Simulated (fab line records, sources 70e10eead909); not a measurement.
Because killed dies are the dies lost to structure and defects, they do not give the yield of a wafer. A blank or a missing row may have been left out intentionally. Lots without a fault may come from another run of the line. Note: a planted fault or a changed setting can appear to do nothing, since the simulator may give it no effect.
Which tool was responsible? ; flow nandHarc ; 11 lots with 33 wafers sampled at 5 steps, on a route of 1302 steps

WHAT EACH GAUGE READ, for each wafer
NHARC_END_SORT_01.
lot;measured;on;killedAtArray
L991;day 30 10:21;prober-01;53 59

EACH LOT AND THE TOOL THAT RAN IT (in order: tool; ch and the chambers of the sampled wafers; start)
lot;NHARC_A_STAIRCASE_ETCH_27;NHARC_A_STAIRCASE_TRIM_189;NHARC_A_STAIRCASE_TRIM_200;NHARC_A_STAIRCASE_ETCH_201
L978;rieDiel-03 ch 1,3, day 16 17:09 or earlier;rieDiel-02 ch 0,2,3, day 16 17:09 or earlier;rieDiel-06 ch 1,2, day 16 17:09 or earlier;rieDiel-06 ch 1,2,3, day 16 17:09
L983;rieDiel-06 ch 0,2,3, day 17 18:30 or earlier;rieDiel-06 ch 0,2,3, day 17 18:30 or earlier;rieDiel-06 ch 0,2,3, day 17 18:30 or earlier;rieDiel-06 ch 0,1,2, day 17 18:30
L982;rieDiel-03 ch 0,1, day 17 18:50 or earlier;rieDiel-03 ch 0,2,3, day 17 18:50 or earlier;rieDiel-06 ch 0,2, day 17 18:50 or earlier;rieDiel-06 ch 1,3, day 17 18:50
L981;rieDiel-06 ch 0,3, day 17 19:28 or earlier;rieDiel-03 ch 1,2, day 17 19:28 or earlier;rieDiel-03 ch 0,3, day 17 19:28 or earlier;rieDiel-03 ch 0,1,2, day 17 19:28
L984;rieDiel-06 ch 0,1,2, day 18 07:44 or earlier;rieDiel-06 ch 1,2, day 18 07:44 or earlier;rieDiel-02 ch 0,1, day 18 07:44 or earlier;rieDiel-02 ch 2,3, day 18 07:44
L990;rieDiel-03 ch 0,1,2, day 20 19:25 or earlier;rieDiel-06 ch 1,2,3, day 20 19:25 or earlier;rieDiel-02 ch 0,1,2, day 20 19:25 or earlier;rieDiel-02 ch 1,2,3, day 20 19:25
L989;rieDiel-02 ch 0,2,3, day 20 20:05 or earlier;rieDiel-03 ch 0,1,3, day 20 20:05 or earlier;rieDiel-06 ch 0,1,2, day 20 20:05 or earlier;rieDiel-06 ch 1,2,3, day 20 20:05
L991;rieDiel-03 ch 0,1,2, day 21 20:13 or earlier;rieDiel-02 ch 2,3, day 21 20:13 or earlier;rieDiel-06 ch 0,2,3, day 21 20:13 or earlier;rieDiel-06 ch 1,3, day 21 20:13
L996;rieDiel-06 ch 0,2,3, day 23 12:13 or earlier;rieDiel-03 ch 0,1,3, day 23 12:13 or earlier;rieDiel-03 ch 1,2, day 23 12:13 or earlier;rieDiel-03 ch 1,2, day 23 12:13
L100;rieDiel-06 ch 1,2,3, day 24 23:32 or earlier;rieDiel-06 ch 1,2,3, day 24 23:32 or earlier;rieDiel-03 ch 1,2,3, day 24 23:32 or earlier;rieDiel-03 ch 0,1,2, day 24 23:32
L999;rieDiel-06 ch 0,1, day 25 06:37 or earlier;rieDiel-06 ch 0,2,3, day 25 06:37 or earlier;rieDiel-06 ch 1,2, day 25 06:37 or earlier;rieDiel-06 ch 0,1,2, day 25 06:37
- NHARC_A_STAIRCASE_ETCH_27: etches the open film in C4F8/O2, target depth 100 nm, time 40.5 s.
- NHARC_A_STAIRCASE_TRIM_189: chemistry O2, time 211.2 s.
- NHARC_A_STAIRCASE_TRIM_200: chemistry O2, time 211.2 s.
- NHARC_A_STAIRCASE_ETCH_201: etches the open film in C4F8/O2, target depth 100 nm, time 40.5 s.

THE ANSWER, worked out from the rows above alone
Rule: the lots themselves supply what counts as usual. Put in order of their means at a reading, lots are off if they are a third of the lots or fewer, leave a main group of 4 or more, and stand apart from it by a gap of 3 or more times the standard deviation of the main group's means; of several such gaps the widest counts. Not used: any main group whose means are identical at the precision the tables above print for the reading. Also off: a lot with no number at a reading for which 4 or more lots have one. The other lots that the step has rows for count as sound.
None of the lots is off at any reading shown; this tells nothing.

WHAT THE SIMULATOR PUT IN
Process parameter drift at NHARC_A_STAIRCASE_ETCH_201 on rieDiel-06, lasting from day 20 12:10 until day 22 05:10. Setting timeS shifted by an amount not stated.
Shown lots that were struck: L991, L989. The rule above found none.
